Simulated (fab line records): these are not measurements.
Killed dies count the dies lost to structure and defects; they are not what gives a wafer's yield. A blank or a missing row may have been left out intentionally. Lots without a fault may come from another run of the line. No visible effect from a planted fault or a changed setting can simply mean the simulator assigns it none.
Problem report, 8D (eight disciplines) form, completed by code | flow nand-harc | the parts of the form that need people (team, actions taken, sign-off) are left out

== 1. PROBLEM STATEMENT ==
heater-power-total-W at NHARC_A_CONTACT_SOFTBAKE_37 reads a mean of 186.59 W on 6 wafers of 2 lots; wafers without a fault read 188.46 W with a standard deviation of 0.14. Measured from the usual mean, that is -13 standard deviations.
The step: time 55 s.
Earliest sighting: wafer L809.2 on litho-track-01 at day 25 10:00. The record holds 42 wafers of 14 lots with a number at this step. Rule for "out", or "out of limits": more than 4 standard deviations from the usual mean. The rest of the wafers with a number are treated as sound.

== 2. WHAT IT IS; WHAT IT IS NOT ==
question                    | is                     | is not
which readings at this step | heater-power-total-W   | -
which lots                  | L809, L814             | L802, L804, L805, L806, L807, L812, L818, L819, L820, L821, L822, L824
which wafers of those lots  | all that have a number | -
read on which tools         | litho-track-01         | litho-track-04, litho-track-06
when                        | from day 25 10:00      | up to then (15 sound wafers); but 21 sound wafers of L812, L818, L819, L820, L821, L822, L824 came after

== 3. THE SUSPECTS, EACH WITH WHAT RULES IT OUT ==
Counting: a tool at a process step up to the reading stays a suspect if it ran every lot that is out and no sound lot after the first of them.
- plasma-asher-02 at NHARC_A_WL_FILL_STRIP_27 (strips in N2/H2, time 20 s): ruled out as a lasting fault. The sound lots L812, L820, L822, L824 went through it after L809, its earliest lot that is out (day 24 11:44).
- litho-track-01 at NHARC_A_CONTACT_SOFTBAKE_37 (time 55 s): ruled out as a lasting fault. The sound lots L820 went through it after L809, its earliest lot that is out (day 25 10:00).
Left after counting: nothing in the record.

== 4. THE CAUSE (what the simulator had put in) ==
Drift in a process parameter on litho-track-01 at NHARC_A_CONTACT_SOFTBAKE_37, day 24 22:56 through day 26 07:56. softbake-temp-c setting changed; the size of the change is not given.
Counting ruled it out, wrongly.

== 5. THE CHAIN OF EFFECTS, in route order ==
Rows list readings where the struck wafers' mean (over those with a number) sits beyond 3 standard deviations from the usual. Scope: only readings with a usual standard deviation given in the record; hours: median across lots of the time from each lot's start at the first step in this table that gives one to its start at this step; sigmas: change in usual standard deviations.
hours | step                        | reading              | usual    | on struck wafers | change | sigmas
0     | NHARC_A_CONTACT_SOFTBAKE_37 | heater-power-total-W | 188.46 W | 186.59           | -1.87  | -13
Process steps it contains:
- NHARC_A_CONTACT_SOFTBAKE_37: time 55 s.
Later steps that measure or inspect, where all struck wafers having a row at the step show a number for every such reading and not one has moved that far: NHARC_A_CONTACT_OVL_MEAS_43.

== 6. WHAT WOULD HAVE CAUGHT IT SOONER ==
In this record the first reading out of limits was taken at day 25 10:00, 11 hours after the fault began at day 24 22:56.
